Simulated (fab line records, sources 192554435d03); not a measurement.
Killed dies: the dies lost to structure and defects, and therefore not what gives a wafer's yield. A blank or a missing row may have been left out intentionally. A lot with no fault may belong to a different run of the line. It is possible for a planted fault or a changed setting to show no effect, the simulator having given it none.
fab line records	flow n5_finfet
record lots=5	wafers=15	last_day=18
route steps=1938 shown BEOL_M1@801 BEOL_M2@841 PASSIVATION@1936
lots untouched by any fault: they come from a run of this same line in which no faults occurred
start_h: start of the lot's first displayed wafer, in hours after the record's first day	wait_h: hours elapsed since this lot's preceding step	" identical to the entry in the row above	L1.1+2: a single row standing in for several wafers	- no value, or no start was given	* or withheld: withheld	< > ~ a bound
route shown NAME@n: names a module that has steps shown in the file, with the first one's number in the route	usual: mean and standard deviation over wafers with no fault	same: alike in all rows	chamber/n: place in a boat	sites: each site's reading	_std_site: standard deviation of those values	_edge_site: outer sites' mean less inner sites'	radius_mm: for every site, how far away it sits from the centre of the wafer	mask NAME#n: copy n	behind: the most recent tool/chamber to have shaped the wafer	hold: what put the lot on hold/how long, in hours/how the hold closed	device: the transistor (n, p or np) that didn't switch	end of line: tests run on the same wafers once the route is complete	a step with no rows: only its recipe	killed: at the first sort, the dies lost to defects and structure; wafer yield is something else	map: per-die view of a wafer (x killed, . not killed, _ where there is no die)
set.NAME: setting as actually run; set.NAME@STEP: the setting as run at that earlier step	model.NAME: the simulator's own value behind a step, which no gauge read
certain route steps with their lots: each step a table, each wafer a row
services: from which hour (start_h, from the record's first day; less than 0 if before it) a tool's chamber was out of use, for how many hours, and why
## steps
# step N5_BEOL_M1_ETCH_41
# recipe chemistry=CH3F/O2	target=SiCN	target_depth_a=319	taper_deg=2	time_s=57.8	ion_energy_ev=120	mask_material=TiN	pressure_mtorr=30	source_w=395	bias_w=75	Ar_flow_sccm=150	CH3F_flow_sccm=30	O2_flow_sccm=20
# step N5_BEOL_M1_STRIP_97
# recipe chemistry=N2/H2	time_s=10	power_w=450	temp_c=40	pressure_mtorr=20	rf_frequency_hz=6e+07	bias_power_w=7	n2_flow_sccm=200	h2_flow_sccm=200
# usual drypump_motor_current_A=5.5/0.39	oes_product_au=0.82/0.094	rf_vpp_V=59.3/0.77	showerhead_plenum_p_Torr=2.58/0.076	throttle_valve_pct=23.6/0.34
lot.wafer	tool	chamber	start_h	wait_h	drypump_motor_current_A	oes_product_au	rf_hours_counter_h	rf_vpp_V	showerhead_plenum_p_Torr	throttle_valve_pct
L913.2	rie_diel-02	0	-	-	5.3	0.68	248	59.3	2.42	23.9
L913.4	"	1	"	"	4.9	0.69	244	59.3	2.60	23.6
L913.5	"	0	"	"	5.4	0.68	-	58.3	2.42	23.9
L918.2	rie_diel-02	1	-	-	4.9	0.69	247	59.7	2.60	23.6
L918.3	"	2	"	"	5.6	0.76	157	58.5	2.53	23.2
L918.6	"	3	"	"	5.2	0.72	-	61.0	2.65	24.1
L927.2	rie_diel-04	2	-	-	6.4	0.84	64	58.8	2.59	24.1
L927.4	"	0	"	"	5.9	0.76	154	58.2	2.52	23.3
L927.6	"	1	"	"	5.3	0.89	-	58.9	2.48	23.7
L931.2	rie_diel-02	0	-	-	5.4	0.93	22	58.9	2.73	23.6
L931.3	"	1	"	"	4.9	0.94	13	58.3	2.59	23.3
L931.4	"	0	"	"	5.4	0.94	-	59.9	2.73	23.6
L934.4	rie_diel-02	0	-	-	5.3	0.91	-	61.0	2.73	23.6
L934.5	"	1	"	"	4.9	0.92	-	60.3	2.59	23.3
L934.6	"	2	"	"	5.6	0.73	-	58.7	2.52	23.2
# step N5_BEOL_M1_OCD_MEAS_38
# usual trench_depth_nm=54.9/0.88
lot.wafer	tool	chamber	start_h	wait_h	trench_depth_nm
L913.2	ocd-01	-	154.52	-	53.3
L913.4	"	-	"	"	53.8
L913.5	"	-	"	"	52.1
L918.2	ocd-01	-	167.51	-	53.6
L918.3	"	-	"	"	53.8
L918.6	"	-	"	"	54.4
L927.2	ocd-02	-	237.59	-	56.2
L927.4	"	-	"	"	54.7
L927.6	"	-	"	"	55.6
L931.2	ocd-01	-	254.59	-	56.1
L931.3	"	-	"	"	54.9
L931.4	"	-	"	"	56.5
L934.4	ocd-02	-	271.63	-	55.3
L934.5	"	-	"	"	54.9
L934.6	"	-	"	"	54.2
# step N5_BEOL_M1_HM_STRIP_39
# recipe chemistry=peroxide_tin_strip	material=TiN	target_depth_a=250	temp_c=50	time_s=158
# step N5_BEOL_M1_SRD_40
# recipe time_s=30	temp_c=23	rinse_liquid=diw	dry=ipa_marangoni
# step N5_BEOL_M1_PRECLEAN_42
# recipe chemistry=residue_remover	time_s=60	temp_c=40
# step N5_BEOL_M1_SRD_43
# recipe time_s=30	temp_c=23	rinse_liquid=diw	dry=ipa_marangoni
# step N5_BEOL_M1_CD_MEAS_35
# recipe target_cd_nm=18	target_cd_y_nm=21	polarity=opening
# usual cd_nm=17.9/0.39
lot.wafer	tool	chamber	start_h	wait_h	cd_nm
L913.2	cd_sem-02	-	154.68	0.0	18.2
L913.4	"	-	"	"	17.9
L913.5	"	-	"	"	18.7
L918.2	cd_sem-01	-	167.67	0.0	17.9
L918.3	"	-	"	"	18.2
L918.6	"	-	"	"	17.9
L927.2	cd_sem-02	-	237.75	0.0	18.0
L927.4	"	-	"	"	18.0
L927.6	"	-	"	"	18.5
L931.2	cd_sem-01	-	254.74	0.0	17.4
L931.3	"	-	"	"	17.8
L931.4	"	-	"	"	18.2
L934.4	cd_sem-03	-	271.78	0.0	18.6
L934.5	"	-	"	"	17.8
L934.6	"	-	"	"	18.0
# step N5_BEOL_M1_DEGAS_44
# recipe ambient=vacuum	temp_c=250	time_s=60
# usual heater_power_w=330/39	susceptor_temp_C=250.00/0.17
lot.wafer	tool	chamber	start_h	wait_h	heater_power_w	susceptor_temp_C
L913.2	pvd_sputter-01	-	154.81	0.1	373	250.06
L913.4	"	-	"	"	376	249.78
L913.5	"	-	"	"	322	250.02
L918.2	pvd_sputter-01	-	167.71	0.0	315	249.88
L918.3	"	-	"	"	379	249.91
L918.6	"	-	"	"	320	249.92
L927.2	pvd_sputter-01	-	237.90	0.2	321	250.00
L927.4	"	-	"	"	315	250.11
L927.6	"	-	"	"	319	250.13
L931.2	pvd_sputter-01	-	255.16	0.4	303	249.85
L931.3	"	-	"	"	316	250.34
L931.4	"	-	"	"	324	250.10
L934.4	pvd_sputter-03	-	272.42	0.6	380	249.78
L934.5	"	-	"	"	386	249.85
L934.6	"	-	"	"	277	249.76
# step N5_BEOL_M1_PRE_CLEAN_45
# recipe gas=H2/He	time_s=30	temp_c=250
# step N5_BEOL_M1_ALD_84
# recipe material=TaN	target_thk_a=*	temp_c=275	ald_precursor_family=PDMAT	ald_co_reactant=NH3	pressure_torr=3	carrier_flow_sccm=1500	pulse_time_s=2	purge_time_s=3	co_reactant_purge_time_s=2	co_reactant_pulse_time_s=3	ald_cycles=30	precursor_vessel_temp_c=75	precursor_vessel_pressure_torr=26.25	precursor_vessel_carrier_sccm=1000
# step N5_BEOL_M1_SURFACE_TREAT_85
# recipe gas=Ar	time_s=*	ion_energy_ev=*	ion_current_ma_cm2=0.5	pressure_mtorr=*	ar_flow_sccm=30
# step N5_BEOL_M1_CVD_47
# recipe material=Co	target_thk_a=30	temp_c=withheld	precursor=CCTBA/H2	pressure_torr=30	time_s=223.8
lot.wafer	tool	chamber	start_h	wait_h
L913.2+4+5	cvd_co-01	1,1,2	155.22	0.0
L918.2+3+6	cvd_co-02	2,0,1	168.11	0.0
L927.2+4+6	cvd_co-01	2,2,0	238.57	0.2
L931.2+3+4	cvd_co-02	0,2,2	255.68	0.0
L934.4+5+6	cvd_co-02	1,0,2	272.98	0.1
# step N5_BEOL_M1_SPUTTER_48
# recipe material=Cu	target_thk_a=45	temp_c=-20	chamber_pressure_pa=0.07	power_w=withheld	time_s=8.29
# step N5_BEOL_M1_ANNEAL_49
# recipe temp_c=400	time_s=240	ambient=vacuum
# step N5_BEOL_M1_SPUTTER_79
# recipe material=Cu	target_thk_a=45	temp_c=-20	chamber_pressure_pa=0.07	power_w=withheld	time_s=8.29
# step N5_BEOL_M1_ANNEAL_80
# recipe temp_c=400	time_s=240	ambient=vacuum
# step N5_BEOL_M1_SPUTTER_81
# recipe material=Cu	target_thk_a=45	temp_c=-20	chamber_pressure_pa=0.07	power_w=withheld	time_s=8.29
# step N5_BEOL_M1_ANNEAL_82
# recipe temp_c=400	time_s=240	ambient=vacuum
# step N5_BEOL_M1_SPUTTER_86
# recipe material=Cu	target_thk_a=45	temp_c=-20	chamber_pressure_pa=0.07	power_w=withheld	time_s=8.29
# step N5_BEOL_M1_ANNEAL_87
# recipe temp_c=400	time_s=240	ambient=vacuum
# step N5_BEOL_M1_SPUTTER_88
# recipe material=Cu	target_thk_a=45	temp_c=-20	chamber_pressure_pa=0.07	power_w=withheld	time_s=8.29
# step N5_BEOL_M1_ANNEAL_89
# recipe temp_c=400	time_s=240	ambient=vacuum
# step N5_BEOL_M1_SPUTTER_90
# recipe material=Cu	target_thk_a=45	temp_c=-20	chamber_pressure_pa=0.07	power_w=withheld	time_s=8.29
# step N5_BEOL_M1_ANNEAL_91
# recipe temp_c=400	time_s=240	ambient=vacuum
# step N5_BEOL_M1_SPUTTER_92
# recipe material=Cu	target_thk_a=45	temp_c=-20	chamber_pressure_pa=0.07	power_w=withheld	time_s=8.29
# step N5_BEOL_M1_ANNEAL_93
# recipe temp_c=400	time_s=240	ambient=vacuum
# usual heater_power_w=823/100	susceptor_temp_C=400.00/0.22
lot.wafer	tool	chamber	start_h	wait_h	heater_power_w	susceptor_temp_C
L913.2	pvd_sputter-02	-	156.81	0.0	730	400.13
L913.4	"	-	"	"	786	399.87
L913.5	"	-	"	"	743	400.29
L918.2	pvd_sputter-01	-	169.67	0.0	754	399.89
L918.3	"	-	"	"	791	399.84
L918.6	"	-	"	"	788	399.95
L927.2	pvd_sputter-01	-	240.13	0.0	804	400.04
L927.4	"	-	"	"	749	400.06
L927.6	"	-	"	"	798	400.15
L931.2	pvd_sputter-02	-	257.29	0.0	730	399.63
L931.3	"	-	"	"	1106	400.04
L931.4	"	-	"	"	781	399.66
L934.4	pvd_sputter-02	-	274.51	0.0	775	400.01
L934.5	"	-	"	"	729	400.42
L934.6	"	-	"	"	1065	399.98
# step N5_BEOL_M1_SPUTTER_94
# recipe material=Cu	target_thk_a=45	temp_c=-20	chamber_pressure_pa=0.07	power_w=withheld	time_s=8.29
# step N5_BEOL_M1_ANNEAL_95
# recipe temp_c=400	time_s=240	ambient=vacuum
# step N5_BEOL_M1_SPUTTER_96
# recipe material=Cu	target_thk_a=45	temp_c=-20	chamber_pressure_pa=0.07	power_w=withheld	time_s=8.29
# step N5_BEOL_M1_ECD_50
# recipe material=Cu	target_thk_a=3000
# step N5_BEOL_M1_ANNEAL_51
# recipe temp_c=225	time_s=90	ambient=N2
# usual anneal_temp_c_max=226.01/0.24	wafer_temp_C_max=225.62/0.22
lot.wafer	tool	chamber	start_h	wait_h	anneal_temp_c_max	wafer_temp_C_max
L913.2	rtp_anneal-01	0	160.31	3.0	225.74	225.22
L913.4	"	0	"	"	225.85	225.45
L913.5	"	0	"	"	225.87	225.28
L918.2	rtp_anneal-01	0	176.87	6.5	226.11	225.18
L918.3	"	0	"	"	226.25	225.36
L918.6	"	0	"	"	226.28	225.32
L927.2	rtp_anneal-02	0	240.73	0.1	225.88	225.73
L927.4	"	0	"	"	225.77	226.31
L927.6	"	0	"	"	225.67	225.78
L931.2	rtp_anneal-01	0	258.06	0.3	225.80	225.67
L931.3	"	0	"	"	226.17	225.48
L931.4	"	0	"	"	226.19	225.38
L934.4	rtp_anneal-01	0	275.95	0.9	225.92	225.58
L934.5	"	0	"	"	225.77	225.84
L934.6	"	0	"	"	225.82	225.38
# step N5_BEOL_M1_CMP_52
# recipe stop_on=SiOC	t_overpolish_s=6.8	down_force_psi=1	platen_rpm=50	clearing_platen_down_force_psi=1.5	clearing_platen_rpm=50	post_cmp_clean=cu_alkaline	target_thk_nm=40	clearing_platen_pad_velocity_m_s=0.99484	pad_velocity_m_s=0.99484
# step N5_BEOL_M1_THK_MEAS_53
# recipe thk_meas_gauge=xrf	reads=Cu_of_BEOL_M1_ECD_50
# usual M1_THK=39.4/1.6
lot.wafer	tool	chamber	start_h	wait_h	M1_THK[nm]
L913.2	film_metro-02	-	160.86	-	37.8
L913.4	"	-	"	"	41.9
L913.5	"	-	"	"	40.7
L918.2	film_metro-02	-	177.43	-	39.1
L918.3	"	-	"	"	37.2
L918.6	"	-	"	"	39.9
L927.2	film_metro-02	-	241.28	-	39.6
L927.4	"	-	"	"	41.7
L927.6	"	-	"	"	40.5
L931.2	film_metro-02	-	258.61	-	39.3
L931.3	"	-	"	"	40.9
L931.4	"	-	"	"	40.0
L934.4	film_metro-01	-	276.74	-	37.5
L934.5	"	-	"	"	39.8
L934.6	"	-	"	"	37.6
# step N5_BEOL_M1_PRE_CLEAN_60
# recipe gas=NH3/H2	time_s=15	temp_c=*	rf_power_w=300
# step N5_BEOL_M1_CO_CAP_55
# recipe material=Co	target_thk_a=20	temp_c=200	precursor=CCTBA/H2	pressure_torr=30	time_s=102.1
# usual heater_power_w=258/34	susceptor_temp_C=199.99/0.16
lot.wafer	tool	chamber	start_h	wait_h	heater_power_w	susceptor_temp_C
L913.2	cvd_co-02	2	160.94	0.0	290	199.81
L913.4	"	1	"	"	268	199.84
L913.5	"	0	"	"	241	200.01
L918.2	cvd_co-01	2	177.51	0.0	229	199.90
L918.3	"	0	"	"	222	200.05
L918.6	"	0	"	"	229	200.09
L927.2	cvd_co-01	1	241.36	0.0	312	200.19
L927.4	"	2	"	"	226	200.08
L927.6	"	1	"	"	310	200.16
L931.2	cvd_co-01	1	258.69	0.0	313	200.03
L931.3	"	0	"	"	226	200.02
L931.4	"	2	"	"	231	200.01
L934.4	cvd_co-02	1	276.85	0.0	257	200.10
L934.5	"	0	"	"	235	199.73
L934.6	"	2	"	"	296	200.12
# step N5_BEOL_M1_PRE_CLEAN_56
# recipe gas=NH3	time_s=15	temp_c=withheld	rf_power_w=300
# step N5_BEOL_M1_DEP_57
# recipe material=SiCN	target_thk_a=80	temp_c=withheld	precursor=3MS/NH3	pressure_torr=3	rf_w=202	time_s=14
# step N5_BEOL_M1_RS_MEAS_58
# recipe thk_meas_gauge=four-point-probe	reads=Co_of_BEOL_M1_CO_CAP_55+Cu_of_BEOL_M1_ECD_50+Co_of_BEOL_M1_CVD_47+TaN_of_BEOL_M1_ALD_84
# usual M1_RS=0.66/0.036
lot.wafer	tool	chamber	start_h	wait_h	M1_RS[ohm/sq]
L913.2	film_metro-01	-	161.12	0.1	0.70
L913.4	"	-	"	"	0.61
L913.5	"	-	"	"	0.63
L918.2	film_metro-01	-	177.69	0.1	0.67
L918.3	"	-	"	"	0.72
L918.6	"	-	"	"	0.65
L927.2	film_metro-02	-	241.54	0.1	0.66
L927.4	"	-	"	"	0.62
L927.6	"	-	"	"	0.64
L931.2	film_metro-01	-	258.87	0.1	0.67
L931.3	"	-	"	"	0.63
L931.4	"	-	"	"	0.65
L934.4	film_metro-01	-	277.00	0.0	0.70
L934.5	"	-	"	"	0.65
L934.6	"	-	"	"	0.70
# step N5_BEOL_M2_ILD_DEP_00
# recipe material=SiOC	target_thk_a=790	temp_c=350	precursor=DEMS/O2	pressure_torr=5	rf_w=500	time_s=15.3
# step N5_BEOL_M2_THK_MEAS_01
# recipe reads=SiOC_of_BEOL_M2_ILD_DEP_00
# usual M2_ILD_THK=79.3/1
lot.wafer	tool	chamber	start_h	wait_h	M2_ILD_THK[nm]
L913.2	film_metro-01	-	161.25	0.1	79.4
L913.4	"	-	"	"	80.1
L913.5	"	-	"	"	81.2
L918.2	film_metro-02	-	177.82	0.1	78.1
L918.3	"	-	"	"	77.9
L918.6	"	-	"	"	79.0
L927.2	film_metro-02	-	241.67	0.1	78.4
L927.4	"	-	"	"	79.3
L927.6	"	-	"	"	79.7
L931.2	film_metro-01	-	259.01	0.1	77.0
L931.3	"	-	"	"	78.8
L931.4	"	-	"	"	78.8
L934.4	film_metro-02	-	277.13	0.0	80.4
L934.5	"	-	"	"	80.4
L934.6	"	-	"	"	80.7
# step N5_PASSIVATION_PROBE_49
# usual defect_limited_yield=91.4/1.5	killed_at_M0_to_M3=34/10	killed_at_M4_up=15/6	killed_at_contacts=12/6	killed_at_front_end=37/11	killed_at_other=3.3/2.8	killed_dies=101/18	killed_open=66/14	killed_short=33/7.8	sort_bin_5_function=5.0/0.97	sort_bin_6_memory=3.2/0.72	sort_n_pass=1079/18	sort_yield_pct=91.4/1.5
# same gross_dies=1180	killed_at_back_side=0	sort_bin_4_leakage[%]=0	sort_bin_8_speed[%]=0
lot.wafer	tool	chamber	start_h	wait_h	defect_limited_yield[%]	killed_at_M0_to_M3	killed_at_M4_up	killed_at_contacts	killed_at_front_end	killed_at_other	killed_dies	killed_open	killed_short	sort_bin_5_function[%]	sort_bin_6_memory[%]	sort_n_pass	sort_yield_pct[%]
L918.6	prober-02	-	331.11	0.3	87.8	86	13	18	25	2	144	53	17	7.7	3.6	1036	87.8
# killed by level:class
L918.6 BEOL_M1:unspecified=71 MOL_CONTACT_COAG:geometric_particle:open=14 STI_FIN_REVEAL:geometric_particle:open=7 BEOL_M4:geometric_particle:open=6 DUMMY_GATE:geometric_particle:open=4 MOL_CONTACT_COAG:geometric_particle:short=4 BEOL_M2:geometric_particle:open=4 GATE_CUT:geometric_particle:short=3
# map L918.6 (x killed, . not)
_________________....x.x..x..________________
______________.x...............x_____________
___________.......x....x...........__________
__________x........................._________
________....x...x....................._______
_______................x...............______
______.............................x...._____
_____....x...............................____
____.........................x........x...___
___.......x...x....x..................x....__
___........x...............................__
__...................x..........x.....x..x.._
__.........................................._
_..........x........x........................
_.....x...........x..........................
_........x...................................
_..x.......................................x.
_...........................x............x...
_.....x...........x.......x..x...............
_.xxx.....x......x................x.......x..
_....xxx...........x...x...x......x.........x
__.xxx.xxxx..............x.................._
__xxxxxxxxxxx........x........x.x......x...._
___xxxxxxxx.xx.............................__
___xxxxxxxxxx...............x..............__
____xxxxxxxxxxxx...................x......___
_____xxxxxxx.x.x.........x.......x.......____
______xxxxxx...x...........x..x....x...._____
_______xx.x............................______
________x..x......x....x...x.........._______
__________x........................._________
___________....x..............x....__________
______________........x.....x..._____________
_________________..........x.________________
# map L934.4 (x killed, . not)
_________________...x........________________
______________................x._____________
___________.x.....x.....x..........__________
__________...............x........x._________
________..............x......x........_______
_______.....x..x.........x...x..x......______
______x....x.....xx....................._____
_____............x..........x............____
____x....x.........xx.......x.............___
___.......x.....x...x............x......x..__
___...............x..xxx.x.......x.........__
__............xx..x.........x.x............._
__.x.......xxx....x........x.............x.._
_x....x...............x......................
_...........x....x................x..x...xx..
_........x.....x..x.......................xx.
_.x..x.........x......x.............x........
_..........xx....x.......x.............x.....
_................x....................x......
_.................x....x....................x
_...x...x............x........x..........x...
__....x........x...........x...............x_
__..x...................................x..._
___.....x.....x.x...x..x...................__
___..............................x.........__
____....x.....................x...........___
_____......x......x.....x.......x........____
______.............x..x...........x.x..._____
_______.........x................x.....______
________......x......................._______
__________.........................._________
___________.......x...............x__________
______________.................._____________
_________________.x..x.....x.________________
## services
tool	chamber	start_h	hours	kind
rie_diel-04	2	143.32	5.9	repair
rie_diel-04	-	144.48	0.2	repair
pvd_sputter-03	-	144.93	4.2	repair
rie_diel-02	2	145.20	5.7	repair
rie_diel-02	0	162.78	-	clean
rie_diel-02	0	162.78	-	consumable_replace:focus_ring
rie_diel-02	0	162.78	-	consumable_replace:showerhead
rie_diel-02	0	162.78	20.6	scheduled_down
rie_diel-02	0	162.78	20.6	vent_cycle
rie_diel-02	-	174.67	14.6	pm
pvd_sputter-03	-	178.36	1.0	repair
rie_diel-02	1	189.27	-	clean
rie_diel-02	1	189.27	-	consumable_replace:focus_ring
rie_diel-02	1	189.27	21.8	scheduled_down
rie_diel-02	1	189.27	21.8	vent_cycle
rie_diel-02	0	190.78	2.9	repair
cvd_co-02	-	195.30	6.0	pm
rie_diel-02	3	201.95	4.0	repair
cvd_co-02	-	215.45	1.5	repair
cvd_co-02	1	240.53	10.1	repair
rie_diel-02	3	264.08	11.4	repair
rie_diel-02	-	271.71	2.8	pm
## key
first_sign step=N5_PASSIVATION_PROBE_49	reading=killed_at_M0_to_M3	direction=up	sigmas=5	usual=34	struck=86
more_kills_born_at N5_BEOL_M1_CVD_47@cvd_co-02=71
met_at N5_BEOL_M1_CVD_47
struck_wafers L918.6
fault kind=chamber_particle_source	tool=cvd_co-02	chamber=1	onset_h=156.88	steps=N5_BEOL_M1_CVD_47	rate_per_visit_cm2=0.38571	end_h=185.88
